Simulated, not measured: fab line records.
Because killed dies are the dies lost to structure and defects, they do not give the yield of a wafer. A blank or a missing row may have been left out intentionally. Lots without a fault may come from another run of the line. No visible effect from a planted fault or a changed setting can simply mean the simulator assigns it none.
The tool behind it: which one? | flow nand harc | 11 lots, 33 wafers sampled, at 5 steps of a route of 1159

WHAT THE GAUGES SHOWED, per wafer
NHARC_END_SORT_01.
lot  | measured     | on        | killed at periphery
L180 | day 20 01:37 | prober-02 | 4 3 2
L181 | day 20 09:34 | prober-02 | 1 4 4
L185 | day 21 10:20 | prober-02 | 5 4 3
L187 | day 22 02:49 | prober-01 | 3 3 1
L189 | day 21 18:59 | prober-01 | 1 1 5
L191 | day 22 02:50 | prober-02 | 1 0 1
L197 | day 25 03:54 | prober-02 | 12 11 9
L198 | day 25 10:14 | prober-02 | 15 10 11
L200 | day 25 17:32 | prober-02 | 3 2 7

EACH LOT AND THE TOOL THAT RAN IT (in order: tool; ch and the chambers of the sampled wafers; start)
lot  | NHARC_P_STI_OXIDE_29         | NHARC_P_GATE_DEP_103           | NHARC_P_GATE_DESCUM_31             | NHARC_P_GATE_HM_OPEN_105
L180 | furnace-04 ch 0, day 2 18:19 | pecvd-02 ch 0,1, day 5 10:50   | rie diel-11 ch 0,2, day 5 11:34    | rie diel-11 ch 0,1,2, day 20 01:37 or earlier
L181 | furnace-01 ch 0, day 3 00:34 | pecvd-02 ch 0,2, day 5 22:01   | rie diel-11 ch 0,3, day 5 22:50    | rie diel-11 ch 2,3, day 20 09:34 or earlier
L182 | furnace-07 ch 0, day 3 07:03 | pecvd-02 ch 0,1, day 6 09:52   | rie diel-13 ch 1,2,3, day 6 10:52  | rie diel-13 ch 0,3, no start
L185 | furnace-07 ch 0, day 4 00:35 | pecvd-03 ch 1,2, day 6 17:56   | rie diel-11 ch 0,2,3, day 6 18:40  | rie diel-11 ch 1,2,3, day 21 10:20 or earlier
L186 | furnace-07 ch 0, day 4 08:41 | pecvd-02 ch 0,2, day 6 22:28   | rie diel-13 ch 0,1,3, day 6 23:20  | rie diel-13 ch 1,2,3, no start
L187 | furnace-07 ch 0, day 4 08:41 | pecvd-03 ch 0,1,2, day 6 22:38 | rie diel-11 ch 0,2,3, day 6 23:30  | rie diel-11 ch 0,1,2, day 22 02:49 or earlier
L189 | furnace-07 ch 0, day 4 20:20 | pecvd-03 ch 0,1,2, day 7 21:43 | rie diel-08 ch 1,2,3, day 7 22:35  | rie diel-08 ch 0,2,3, day 21 18:59 or earlier
L191 | furnace-04 ch 0, day 5 11:30 | pecvd-03 ch 1,2, day 7 21:10   | rie diel-13 ch 0,2,3, day 7 21:53  | rie diel-13 ch 1,2,3, day 22 02:50 or earlier
L197 | furnace-04 ch 0, day 7 00:53 | pecvd-03 ch 0,1, day 9 18:31   | rie diel-08 ch 1,3, day 9 21:55    | rie diel-08 ch 0,3, day 25 03:54 or earlier
L198 | furnace-04 ch 0, day 7 05:27 | pecvd-03 ch 0,1,2, day 9 18:22 | rie diel-11 ch 1,2,3, day 9 21:47  | rie diel-11 ch 0,2, day 25 10:14 or earlier
L200 | furnace-01 ch 0, day 7 20:27 | pecvd-04 ch 0,1, day 10 12:40  | rie diel-13 ch 1,2,3, day 10 13:29 | rie diel-13 ch 1,2,3, day 25 17:32 or earlier
- NHARC_P_STI_OXIDE_29: material SiO2, target thk 10 nm, ox time 1362 s.
- NHARC_P_GATE_DEP_103: deposits SiON, target thk 30 nm.
- NHARC_P_GATE_DESCUM_31: chemistry O2, time 3 s.
- NHARC_P_GATE_HM_OPEN_105: chemistry O2/COS, target depth 360 nm.

THE ANSWER, worked out from the rows above alone
Rule: usual is defined by the lots themselves. Put in order of their means at a reading, lots are off if they are a third of the lots or fewer, leave a main group of 4 or more, and stand apart from it by a gap of 3 or more times the standard deviation of the main group's means; of several such gaps the widest counts. If all means in a main group match to the digits the tables above print for the reading, that group is not used. Also off: a lot with no number at a reading for which 4 or more lots have one. Any other lot the step has rows for is counted as sound.
Off: L197, L198, at NHARC_END_SORT_01 (killed at periphery). For the main group the mean is 2.8 and the standard deviation 1.1. Neither off nor sound, because the step has no rows for them: L182, L186.
If a tool, at a process step before that reading, ran all the lots that are off and no sound lot after the first of them, it fits. Those tools and the gauges at NHARC_END_SORT_01 are tried in the same way. NHARC_P_GATE_HM_OPEN_105: start missing for some lots; hours and lot order therefore follow NHARC_END_SORT_01. Undecided on this evidence; 2 tools fit (furnace-04 at NHARC_P_STI_OXIDE_29, pecvd-03 at NHARC_P_GATE_DEP_103).

WHAT WAS PUT IN BY THE SIMULATOR
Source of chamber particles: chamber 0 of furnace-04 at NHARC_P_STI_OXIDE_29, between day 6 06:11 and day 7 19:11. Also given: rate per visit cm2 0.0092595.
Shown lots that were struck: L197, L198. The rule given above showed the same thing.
